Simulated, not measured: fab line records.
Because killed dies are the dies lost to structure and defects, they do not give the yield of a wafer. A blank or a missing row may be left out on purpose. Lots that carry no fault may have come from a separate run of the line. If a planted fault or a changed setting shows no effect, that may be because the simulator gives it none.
Chamber matching | flow n5Finfet | rieDiel-04 running N5_FIN_SAQP_ETCH_34: 4 sister chambers
The step etches SiO2 in C4F6/O2, target depth 45 nm, time 15 s. 7 wafers are shown with their chamber, then 8 later ones without.

## WAFERS, EACH WITH ITS CHAMBER
wafer  | chamber | drypumpMotorCurrentA (A) | showerheadPlenumPTorr (Torr)
L075.6 | 0       | 5.0                      | 2.81
L083.3 | 3       | 6.2                      | 2.88
L083.4 | 2       | 6.2                      | 3.02
L084.1 | 2       | 6.3                      | 3.01
L084.2 | 3       | 6.3                      | 2.88
L084.3 | 1       | 5.8                      | 2.95
L090.1 | 1       | 5.8                      | 2.94

## WAFERS WITH NO CHAMBER GIVEN
wafer  | drypumpMotorCurrentA (A) | showerheadPlenumPTorr (Torr)
L090.2 | 6.2                      | 3.01
L090.3 | 5.0                      | 2.80
L096.1 | 6.2                      | 2.87
L096.2 | 5.8                      | 2.93
L096.6 | 6.3                      | 3.00
L097.1 | 6.3                      | 2.87
L097.3 | 5.8                      | 2.93
L097.5 | 5.0                      | 2.79

## WHICH CHAMBER EACH ONE RAN IN
wafer  | from the rows above | in truth
L090.2 | 2                   | 2
L090.3 | 0                   | 0
L096.1 | 3                   | 3
L096.2 | 1                   | 1
L096.6 | 2                   | 2
L097.1 | 3                   | 3
L097.3 | 1                   | 1
L097.5 | 0                   | 0
Correct placement for 8 of the 8. Number that these rows cannot place: 0. Wrongly placed: 0.
How it was worked out, from the rows above alone: a wafer's distance from a chamber is the root of the sum, over the readings, of the square of ((its reading less the chamber's mean) divided by the reading's scatter). The wafer belongs to the nearest chamber; if the next one is less than 2 further off, it can't be placed. Each chamber's mean is taken over the wafers shown for it. The scatter is the square root of a quotient: the sum, over the shown wafers, of each reading's squared deviation from its chamber's mean, divided by wafers minus chambers.
